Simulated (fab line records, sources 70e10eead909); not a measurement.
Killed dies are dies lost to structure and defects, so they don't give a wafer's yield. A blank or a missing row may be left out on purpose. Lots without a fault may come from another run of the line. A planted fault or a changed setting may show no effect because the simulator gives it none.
fab line records | flow nand_harc | part 2 of 2: steps 44 to 44 of 44
record lots=7 wafers=21 last_day=24
route steps=1159 shown P_GATE@170 END@1159
lots that met no fault: from a run of the same line without faults
start_h: hours from the record's first day to the start of the lot's first wafer shown | wait_h: hours since the lot's step before | " the same as in the row above | L1.1+2: a row that stands for several wafers | - no value, or no start given | * or withheld: withheld | < > ~ a bound
route shown NAME@n: a module of which the file shows steps, and the number in the route of the first | usual: mean/standard deviation of fault-free wafers | same: alike in all rows | chamber/n: place in a boat | sites: the reading at each site | _std_site: their standard deviation | _edge_site: outer sites' mean less inner sites' | radius_mm: how far each site lies from the wafer's centre | mask NAME#n: copy n | behind: the tool/chamber that last shaped the wafer | hold: why the lot was held/for how many hours/how that ended | device: the transistor (n, p or np) that didn't switch | end of line: the same wafers' tests at the end of the route | a step without rows: its recipe alone | killed: dies lost to structure and defects at the first sort, not the wafer's yield | map: a wafer's dies, x killed, . not, _ none there
set.NAME: the setting as run; set.NAME@STEP: as run at that earlier step | model.NAME: the simulator's own value behind a step, which no gauge read
lots at some steps of the route; a table a step, a row a wafer
services: from which hour (start_h, from the record's first day; less than 0 if before it) a tool's chamber was out of use, for how many hours, and why
## steps
# step NHARC_END_SORT_01
# recipe temp_c=25
# usual killed_at_array=26/9.6 killed_at_other=0.7/0.92 killed_at_periphery=3.8/2.7 killed_dies=31/10 killed_open=3.3/1.7 killed_short=1.8/1.3
# same gross_dies=677
# columns lot.wafer tool chamber start_h wait_h killed_at_array killed_at_other killed_at_periphery killed_dies killed_open killed_short
L736.3 prober-01 0 445.73 3.1 28 0 2 30 3 3
L736.4 prober-01 0 446.52 3.4 24 0 7 31 5 4
L736.6 prober-01 0 448.10 4.0 31 0 3 34 5 3
L737.2 prober-01 0 452.67 2.8 15 1 2 18 1 2
L737.3 prober-01 0 453.47 3.1 13 1 1 15 2 1
L737.5 prober-01 0 455.06 3.7 17 3 3 23 8 1
L745.1 prober-02 0 486.10 2.5 33 1 643 677 4 2
L745.2 prober-02 0 486.91 2.8 37 3 637 677 4 3
L745.4 prober-02 0 488.53 3.4 26 1 650 677 0 2
L744.2 prober-02 0 494.71 2.8 17 1 659 677 2 2
L744.4 prober-02 0 496.28 3.3 22 0 655 677 1 1
L744.6 prober-02 0 497.84 3.9 20 0 657 677 2 2
L748.3 prober-01 0 507.32 3.1 20 0 657 677 2 3
L748.5 prober-01 0 508.92 3.7 20 0 657 677 5 4
L748.6 prober-01 0 509.71 4.0 18 0 659 677 6 0
L757.2 prober-01 0 553.31 2.8 18 0 4 22 0 2
L757.5 prober-01 0 555.73 3.7 26 0 5 31 4 4
L757.6 prober-01 0 556.53 4.0 22 1 5 28 2 1
L754.1 prober-01 0 568.72 2.5 25 0 0 25 2 0
L754.3 prober-01 0 570.34 3.1 26 3 4 33 4 0
L754.5 prober-01 0 571.97 3.7 31 1 1 33 0 0
# killed by level:class
L736.3 A_STAIRCASE:chamber_film_flake=9 A_SLIT:chamber_film_flake=8 A_CONTACT:geometric_particle:open=2 P_M0:chamber_film_flake=2 A_WL_FILL:chamber_film_flake=2 A_CONTACT:chamber_film_flake=2 A_CHANNEL_FILL_D1:geometric_particle:short=1 A_WL_FILL:geometric_particle:short=1
L736.4 A_SLIT:chamber_film_flake=7 A_STAIRCASE:chamber_film_flake=5 P_M0:chamber_film_flake=4 A_CONTACT:chamber_film_flake=3 A_CONTACT:geometric_particle:open=2 A_M0:geometric_particle:short=2 A_WL_FILL:chamber_film_flake=2 P_GATE:geometric_particle:open=1
L736.6 A_STAIRCASE:chamber_film_flake=11 A_SLIT:chamber_film_flake=6 A_WL_FILL:chamber_film_flake=3 A_CONTACT:geometric_particle:open=2 A_CHANNEL_HOLE_D1:chamber_film_flake=2 P_STI:geometric_particle:short=1 P_CONTACT:geometric_particle:open=1 A_ONON_D1:geometric_particle:short=1
L737.2 A_SLIT:chamber_film_flake=6 A_CONTACT:chamber_film_flake=4 A_CHANNEL_FILL_D1:geometric_particle:short=1 A_WL_FILL:geometric_particle:short=1 A_CONTACT:geometric_particle:open=1 P_STI:chamber_film_flake=1 P_GATE:chamber_film_flake=1 A_WL_FILL:chamber_film_flake=1
L737.3 A_SLIT:chamber_film_flake=5 A_CHANNEL_HOLE_D1:chamber_film_flake=3 P_M1:geometric_particle:open=1 A_WL_FILL:geometric_particle:short=1 A_M0:geometric_particle:open=1 A_CHANNEL_FILL_D1:chamber_film_flake=1 A_WL_FILL:chamber_film_flake=1 A_CONTACT:chamber_film_flake=1
L737.5 A_SLIT:chamber_film_flake=7 THIN_TSV:chamber_film_flake=3 A_ONON_D1:geometric_particle:open=2 A_CONTACT:geometric_particle:open=2 P_CONTACT:geometric_particle:open=1 P_M0:geometric_particle:short=1 P_M0:geometric_particle:open=1 A_CHANNEL_FILL_D1:geometric_particle:open=1
L745.1 P_GATE:area_expose=641 A_CHANNEL_HOLE_D1:chamber_film_flake=13 A_SLIT:chamber_film_flake=11 A_ZERO_WELL:chamber_film_flake=2 A_WL_FILL:chamber_film_flake=2 P_GATE:geometric_particle:short=1 A_CHANNEL_HOLE_D1:geometric_particle:open=1 A_CHANNEL_FILL_D1:geometric_particle:open=1
L745.2 P_GATE:area_expose=635 A_CHANNEL_HOLE_D1:chamber_film_flake=19 A_SLIT:chamber_film_flake=9 A_WL_FILL:geometric_particle:short=3 A_STAIRCASE:chamber_film_flake=2 THIN_TSV:chamber_film_flake=2 P_GATE:geometric_particle:open=1 A_CHANNEL_FILL_D1:geometric_particle:open=1
L745.4 P_GATE:area_expose=649 A_CHANNEL_HOLE_D1:chamber_film_flake=11 A_SLIT:chamber_film_flake=7 A_SGD_CUT:chamber_film_flake=3 A_CONTACT:chamber_film_flake=2 A_M0:geometric_particle:short=1 A_M1:geometric_particle:short=1 P_GATE:chamber_film_flake=1
L744.2 P_GATE:area_expose=657 A_SLIT:chamber_film_flake=5 P_GATE:chamber_film_flake=2 A_CHANNEL_HOLE_D1:chamber_film_flake=2 A_SGD_CUT:chamber_film_flake=2 A_CONTACT:chamber_film_flake=2 A_ONON_D1:geometric_particle:short=1 A_CHANNEL_HOLE_D1:geometric_particle:open=1
L744.4 P_GATE:area_expose=650 A_SLIT:chamber_film_flake=7 A_ZERO_WELL:chamber_film_flake=4 P_GATE:chamber_film_flake=3 A_CONTACT:chamber_film_flake=3 P_BONDPAD:chamber_film_flake=2 A_CHANNEL_HOLE_D1:chamber_film_flake=2 A_SGD_CUT:chamber_film_flake=2
L744.6 P_GATE:area_expose=650 A_SLIT:chamber_film_flake=7 P_GATE:chamber_film_flake=3 A_ZERO_WELL:chamber_film_flake=3 A_STAIRCASE:chamber_film_flake=3 P_BONDPAD:chamber_film_flake=2 A_CONTACT:chamber_film_flake=2 P_GATE:geometric_particle:open=1
L748.3 P_GATE:area_expose=655 A_WL_FILL:chamber_film_flake=4 A_CHANNEL_HOLE_D1:chamber_film_flake=3 A_CONTACT:chamber_film_flake=3 A_CHANNEL_FILL_D1:geometric_particle:short=2 P_M0:chamber_film_flake=2 A_CHANNEL_FILL_D1:chamber_film_flake=2 A_CHANNEL_FILL_D1:geometric_particle:open=1
L748.5 P_GATE:area_expose=656 A_CONTACT:chamber_film_flake=4 A_CHANNEL_HOLE_D1:chamber_film_flake=3 A_CHANNEL_FILL_D1:geometric_particle:short=2 A_WL_FILL:geometric_particle:short=2 A_WL_FILL:geometric_particle:open=2 A_STAIRCASE:chamber_film_flake=2 A_WL_FILL:chamber_film_flake=2
L748.6 P_GATE:area_expose=654 A_CHANNEL_HOLE_D1:chamber_film_flake=5 P_M0:chamber_film_flake=3 A_CONTACT:chamber_film_flake=3 A_CONTACT:geometric_particle:open=2 A_WL_FILL:chamber_film_flake=2 P_M2:geometric_particle:open=1 A_CHANNEL_FILL_D1:geometric_particle:open=1
L757.2 A_SLIT:chamber_film_flake=10 A_CHANNEL_HOLE_D1:chamber_film_flake=4 P_GATE:chamber_film_flake=2 P_M1:geometric_particle:short=1 A_WL_FILL:geometric_particle:short=1 P_STI:chamber_film_flake=1 A_ZERO_WELL:chamber_film_flake=1 A_STAIRCASE:chamber_film_flake=1
L757.5 A_SLIT:chamber_film_flake=11 A_CHANNEL_HOLE_D1:chamber_film_flake=3 A_WL_FILL:chamber_film_flake=3 A_CONTACT:chamber_film_flake=3 A_CONTACT:geometric_particle:short=2 A_STAIRCASE:chamber_film_flake=2 P_GATE:geometric_particle:open=1 P_CONTACT:geometric_particle:short=1
L757.6 A_SLIT:chamber_film_flake=10 A_CHANNEL_HOLE_D1:chamber_film_flake=5 P_GATE:chamber_film_flake=3 A_STAIRCASE:chamber_film_flake=2 A_CONTACT:chamber_film_flake=2 P_CONTACT:geometric_particle:open=1 A_ONON_D1:geometric_particle:open=1 A_WL_FILL:geometric_particle:short=1
L754.1 A_CONTACT:chamber_film_flake=14 A_CHANNEL_HOLE_D1:chamber_film_flake=6 A_STAIRCASE:chamber_film_flake=3 A_ONON_D1:geometric_particle:open=1 A_SGD_CUT:geometric_particle:open=1
L754.3 A_CHANNEL_HOLE_D1:chamber_film_flake=11 A_CONTACT:chamber_film_flake=6 A_STAIRCASE:chamber_film_flake=5 THIN_TSV:chamber_film_flake=3 P_CONTACT:geometric_particle:open=2 P_GATE:geometric_particle:open=1 A_CONTACT:geometric_particle:open=1 P_M0:chamber_film_flake=1
L754.5 A_CONTACT:chamber_film_flake=15 A_CHANNEL_HOLE_D1:chamber_film_flake=13 A_STAIRCASE:chamber_film_flake=3 P_ZERO_WELL:chamber_film_flake=1 THIN_TSV:chamber_film_flake=1
# map L744.2 (x killed, . not)
____________x____________
_________xxxxxxx_________
_______xxxxxxxxxxx_______
______xxxxxxxxxxxxx______
_____xxxxxxxxxxxxxxx_____
____xxxxxxxxxxxxxxxxx____
____xxxxxxxxxxxxxxxxx____
___xxxxxxxxxxxxxxxxxxx___
___xxxxxxxxxxxxxxxxxxx___
__xxxxxxxxxxxxxxxxxxxxx__
__xxxxxxxxxxxxxxxxxxxxx__
_xxxxxxxxxxxxxxxxxxxxxxx_
_xxxxxxxxxxxxxxxxxxxxxxx_
_xxxxxxxxxxxxxxxxxxxxxxx_
_xxxxxxxxxxxxxxxxxxxxxxx_
_xxxxxxxxxxxxxxxxxxxxxxx_
xxxxxxxxxxxxxxxxxxxxxxxxx
xxxxxxxxxxxxxxxxxxxxxxxxx
xxxxxxxxxxxxxxxxxxxxxxxxx
xxxxxxxxxxxxxxxxxxxxxxxxx
xxxxxxxxxxxxxxxxxxxxxxxxx
_xxxxxxxxxxxxxxxxxxxxxxx_
_xxxxxxxxxxxxxxxxxxxxxxx_
_xxxxxxxxxxxxxxxxxxxxxxx_
_xxxxxxxxxxxxxxxxxxxxxxx_
_xxxxxxxxxxxxxxxxxxxxxxx_
__xxxxxxxxxxxxxxxxxxxxx__
__xxxxxxxxxxxxxxxxxxxxx__
___xxxxxxxxxxxxxxxxxxx___
___xxxxxxxxxxxxxxxxxxx___
____xxxxxxxxxxxxxxxxx____
____xxxxxxxxxxxxxxxxx____
_____xxxxxxxxxxxxxxx_____
______xxxxxxxxxxxxx______
_______xxxxxxxxxxx_______
_________xxxxxxx_________
____________x____________
# map L745.1 (x killed, . not)
____________x____________
_________xxxxxxx_________
_______xxxxxxxxxxx_______
______xxxxxxxxxxxxx______
_____xxxxxxxxxxxxxxx_____
____xxxxxxxxxxxxxxxxx____
____xxxxxxxxxxxxxxxxx____
___xxxxxxxxxxxxxxxxxxx___
___xxxxxxxxxxxxxxxxxxx___
__xxxxxxxxxxxxxxxxxxxxx__
__xxxxxxxxxxxxxxxxxxxxx__
_xxxxxxxxxxxxxxxxxxxxxxx_
_xxxxxxxxxxxxxxxxxxxxxxx_
_xxxxxxxxxxxxxxxxxxxxxxx_
_xxxxxxxxxxxxxxxxxxxxxxx_
_xxxxxxxxxxxxxxxxxxxxxxx_
xxxxxxxxxxxxxxxxxxxxxxxxx
xxxxxxxxxxxxxxxxxxxxxxxxx
xxxxxxxxxxxxxxxxxxxxxxxxx
xxxxxxxxxxxxxxxxxxxxxxxxx
xxxxxxxxxxxxxxxxxxxxxxxxx
_xxxxxxxxxxxxxxxxxxxxxxx_
_xxxxxxxxxxxxxxxxxxxxxxx_
_xxxxxxxxxxxxxxxxxxxxxxx_
_xxxxxxxxxxxxxxxxxxxxxxx_
_xxxxxxxxxxxxxxxxxxxxxxx_
__xxxxxxxxxxxxxxxxxxxxx__
__xxxxxxxxxxxxxxxxxxxxx__
___xxxxxxxxxxxxxxxxxxx___
___xxxxxxxxxxxxxxxxxxx___
____xxxxxxxxxxxxxxxxx____
____xxxxxxxxxxxxxxxxx____
_____xxxxxxxxxxxxxxx_____
______xxxxxxxxxxxxx______
_______xxxxxxxxxxx_______
_________xxxxxxx_________
____________x____________
## services
# columns tool chamber start_h hours kind
krf_scanner-01 - 84.00 4.0 pm
rie_diel-01 0 92.41 - clean
rie_diel-01 1 92.41 - clean
rie_diel-01 2 92.41 - clean
rie_diel-01 3 92.41 - clean
plasma_asher-01 - 99.00 9.0 pm
rie_diel-01 0 116.99 - clean
rie_diel-01 1 116.99 - clean
rie_diel-01 2 116.99 - clean
rie_diel-02 3 117.22 18.1 repair
rie_diel-07 1 129.31 103.2 repair
rie_diel-01 - 137.80 9.0 pm
rie_diel-02 - 150.83 9.0 pm
krf_scanner-01 - 154.67 3.5 repair
rie_diel-02 - 182.41 0.1 repair
plasma_asher-02 - 183.13 9.0 pm
rie_diel-01 3 191.09 14.9 repair
rie_diel-07 - 196.24 11.1 repair
krf_scanner-02 - 210.00 4.0 pm
rie_diel-07 3 217.21 9.3 repair
rie_diel-02 2 222.54 2.5 repair
rie_diel-07 - 228.36 9.0 pm
rie_diel-02 3 235.05 5.9 repair
rie_diel-01 0 235.40 6.1 repair
## key
first_sign step=NHARC_P_GATE_EXPOSE_56 reading=tool_record direction=missing
effect step=NHARC_P_GATE_CD_MEAS_59 reading=cd_nm direction=missing
effect step=NHARC_P_GATE_INSPECT_68 reading=raw_defect_count direction=up sigmas=14 usual=198 struck=1304
effect step=NHARC_END_SORT_01 reading=killed_at_periphery direction=up sigmas=99+ usual=3.8 struck=652.7
more_kills_born_at NHARC_P_GATE_EXPOSE_56@krf_scanner-01=3890 NHARC_P_GATE_EXPOSE_56@krf_scanner-02=1957
met_at NHARC_P_GATE_EXPOSE_56
struck_wafers L744.2,L744.4,L744.6,L745.1,L745.2,L745.4,L748.3,L748.5,L748.6
later_rows_left_out L744.2,L744.4,L744.6,L745.1,L745.2,L745.4,L748.3,L748.5,L748.6
tester_left_out L744,L745,L748
onset_between 119.39 157.92
fault kind=skipped_step_whole tool=krf_scanner-01,krf_scanner-02 chamber=- onset_h=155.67 steps=NHARC_P_GATE_EXPOSE_56 scope=struck_lots_only
# tester_left_out: of these lots the tester's yield and bins aren't shown, on N5 and GAA mostly nor the transistor test; their killed dies are dies lost to structure and defects alone, not to doping, threshold or leakage, so they don't give the yield
# later_rows_left_out: the simulator's readings of these wafers behind a module that went badly wrong aren't trusted and aren't shown, but for the sort
